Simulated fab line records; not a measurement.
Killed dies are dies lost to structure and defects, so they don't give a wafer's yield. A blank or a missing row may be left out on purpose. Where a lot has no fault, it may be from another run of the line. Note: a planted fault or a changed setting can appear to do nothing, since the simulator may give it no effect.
Matching of chambers + flow n5 finfet + 4 sister chambers for N5_DUMMY_GATE_ETCH_36 on rie diel-02
The step etches SiARC in CF4, target depth 13 nm. 4 wafers are shown with their chamber, then 7 later ones without.

## WAFERS WITH THEIR CHAMBER
| wafer  | chamber | drypump motor current A (A) |
|--------|---------|-----------------------------|
| L641.3 | 1       | 5.7                         |
| L645.4 | 3       | 6.5                         |
| L649.2 | 2       | 5.8                         |
| L649.3 | 0       | 6.5                         |

## WAFERS WITH NO CHAMBER GIVEN
| wafer  | drypump motor current A (A) |
|--------|-----------------------------|
| L649.4 | 6.5                         |
| L657.3 | 5.8                         |
| L657.4 | 6.5                         |
| L657.5 | 6.5                         |
| L659.2 | 5.8                         |
| L659.4 | 6.6                         |
| L659.6 | 6.5                         |

## WHICH CHAMBER EACH WENT THROUGH
| wafer  | from the rows above     | in truth |
|--------|-------------------------|----------|
| L649.4 | can't be placed: 0 or 3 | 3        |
| L657.3 | 2                       | 2        |
| L657.4 | can't be placed: 0 or 3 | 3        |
| L657.5 | can't be placed: 0 or 3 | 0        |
| L659.2 | 2                       | 2        |
| L659.4 | can't be placed: 0 or 3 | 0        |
| L659.6 | can't be placed: 0 or 3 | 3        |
2 of 7 placed correctly. These rows do not allow placing 5 (true chamber among the candidates in 5). Placed wrongly: 0.
How it was worked out, from the rows above alone: a wafer's distance from a chamber is the root of the sum, over the readings, of the square of ((its reading less the chamber's mean) divided by the reading's scatter). The wafer belongs to the nearest chamber; if the next one is less than 2 further off, it can't be placed. The mean given for a chamber averages the wafers shown for that chamber. The scatter: root of mean squared gap, hidden wafer to nearest shown wafer, with one shown wafer a chamber.
